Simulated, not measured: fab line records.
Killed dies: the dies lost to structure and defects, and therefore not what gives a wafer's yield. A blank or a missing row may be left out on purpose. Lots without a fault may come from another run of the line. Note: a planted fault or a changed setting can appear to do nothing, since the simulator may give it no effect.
Struck lot and sound lot, side by side    flow n5-finfet    19 out of 1938 route steps
Sound: these wafers, L311.1, L311.3, L311.5. Wafers L329.2, L329.3, L329.5 were the ones struck. The cause comes at the end.
At each step with rows: each side's tool, then ch and its chambers, then its first start. Under that, the readings that differ: sound wafers    struck wafers    difference of the means    sigmas: that difference in standard deviations of wafers without a fault.
alike: readings whose means differ by less than 2 such deviations, and words and numbers that are the same on both sides. not compared: withheld readings, readings that some wafer has no value for, bounds like >300 that may hide the same value, and numbers for which the record gives no deviation and whose values overlap.
Wherever a step has rows on one side only, a row that says differs or no value, or a row with sigmas, the two part there. Numbers that don't overlap but have no deviation are shown without sigmas and don't part them. A reading missing from all wafers of one side parts the sides only when that side holds two or more wafers.

first, 7 steps without rows for these wafers: N5_BEOL_M8_COAT_60 (time 60 s, resist thk 35 nm); N5_BEOL_M8_COAT_05 (resist thk 90 nm); N5_BEOL_M8_EBR_07; N5_BEOL_M8_SOFTBAKE_06 (time 60 s); N5_BEOL_M8_EXPOSE_08 (exposes mask M8); N5_BEOL_M8_PEB_09 (peb time 60 s); N5_BEOL_M8_DEVELOP_10 (develop time 30 s).
N5_BEOL_M8_CD_MEAS_11: target cd 38.5 nm.
  sound on cd-sem-02 ch 0, day 8 22:56; struck on cd-sem-02 ch 0, day 14 06:08
  alike: cd-nm
N5_BEOL_M8_OVL_MEAS_12:
  sound on overlay-01 ch 0, day 8 22:58; struck on overlay-01 ch 0, day 14 06:10
  alike: M8_OVL
N5_BEOL_M8_INSPECT_13: inspects for defects (brightfield).
  struck on defect-inspect-01, day 14 06:12; sound on defect-inspect-01, day 8 23:16
  alike: raw-defect-count
N5_BEOL_M8_DESCUM_16: chemistry O2, time 7.9 s.
  sound on rie-diel-06 ch 0,1,3, day 8 23:17; struck on rie-diel-05 ch 0,2,3, day 14 06:28
reading                      sound        struck       difference  sigmas
drypump-motor-current-A (A)  6.5 6.6 6.0  5.6 5.1 5.7  -0.9        -2
  alike: oes-product-au, rf-fwd-power-W, rf-vpp-V, showerhead-plenum-p-Torr, temp-c, throttle-valve-pct
  not compared: rf-hours-counter-h
N5_BEOL_M8_ETCH_61: etches SiARC in CF4, target depth 45.5 nm, time 75.8 s.
  sound on rie-diel-06 ch 0,1,3, day 8 23:20; struck on rie-diel-05 ch 0,2,3, day 14 06:29
reading                      sound        struck       difference  sigmas
drypump-motor-current-A (A)  6.5 6.6 6.0  5.6 5.1 5.7  -0.9        -2
  alike: bias-w, cf4-flow-sccm, etch-rf-on-time-s, oes-product-au, rf-fwd-power-W, rf-vpp-V, showerhead-plenum-p-Torr, throttle-valve-pct
  not compared: rf-hours-counter-h
N5_BEOL_M8_ETCH_62: etches SOC in N2/H2, target depth 110 nm, overetch 22 nm, time 165 s.
  sound on rie-diel-06 ch 0,1,3, day 8 23:23; struck on rie-diel-05 ch 0,2,3, day 14 06:33
  no value came back on the struck wafers for any of 10 readings (bias-w (W), chamber-pressure-mTorr (mTorr) and others); on the sound wafers bias-w (W) reads 150.0 150.3 149.8
reading                                       sound           struck          difference  sigmas
model.CAR-ArF_of_BEOL_M8_COAT_05.thk-nm (nm)  0 0 0           51.2 51.2 51.4  +51.3       
model.SiARC_of_BEOL_M8_COAT_60.thk-nm (nm)    28.2 28.6 27.8  35 35.2 35.2    +7          
  not compared: rf-hours-counter-h
then, 1 step without rows for these wafers: N5_BEOL_M8_STRIP_68 (strips in N2/H2).
N5_BEOL_M8_STRIP_67: strips in CF4.
  sound on rie-diel-06 ch 0,1,3, day 8 23:32; struck on rie-diel-05 ch 0,2,3, day 14 06:42
reading                      sound        struck       difference  sigmas
drypump-motor-current-A (A)  6.5 6.6 6.0  5.6 5.1 5.7  -0.9        -2
  alike: oes-product-au, rf-vpp-V, showerhead-plenum-p-Torr, throttle-valve-pct
  not compared: rf-hours-counter-h
N5_BEOL_M8_HM_OPEN_17: chemistry Cl2/BCl3, target TiN, target depth 20 nm, overetch 6 nm.
  sound on rie-metal-02 ch 1, day 8 23:34; struck on rie-metal-02 ch 0,1, day 14 06:44
reading                 sound              struck             difference  sigmas
oes-product-au (a.u.)   0.73 0.72 0.72     0.31 0.31 0.33     -0.41       -6
throttle-valve-pct (%)  22.30 22.35 22.34  23.01 23.01 22.81  +0.61       +3
  alike: bcl3-flow-sccm, drypump-motor-current-A, oes_ar_750_au, rf-fwd-power-W
  not compared: rf-hours-counter-h
N5_BEOL_M8_STRIP_19: strips in O2.
  sound on rie-diel-06 ch 0,1,3, day 8 23:55; struck on rie-diel-06 ch 1,2,3, day 14 06:51
  alike: drypump-motor-current-A, oes-product-au, rf-vpp-V, showerhead-plenum-p-Torr, temp-c, throttle-valve-pct
  not compared: rf-hours-counter-h
N5_BEOL_M8_CD_MEAS_18: pitch 80 nm, target cd 40 nm.
  struck on cd-sem-02, day 14 06:55; sound on cd-sem-01, day 8 23:59
reading     sound           struck  difference                     sigmas
cd-nm (nm)  40.2 39.3 39.7  - - -   no value on the struck wafers  
then, 1 step without rows for these wafers: N5_BEOL_M8_COAT_63 (time 60 s, resist thk 60 nm).

== WHERE THEY PART ==
First at N5_BEOL_M8_DESCUM_16; last, within this record, at N5_BEOL_M8_CD_MEAS_18.

WHY: what had been put in by the simulator
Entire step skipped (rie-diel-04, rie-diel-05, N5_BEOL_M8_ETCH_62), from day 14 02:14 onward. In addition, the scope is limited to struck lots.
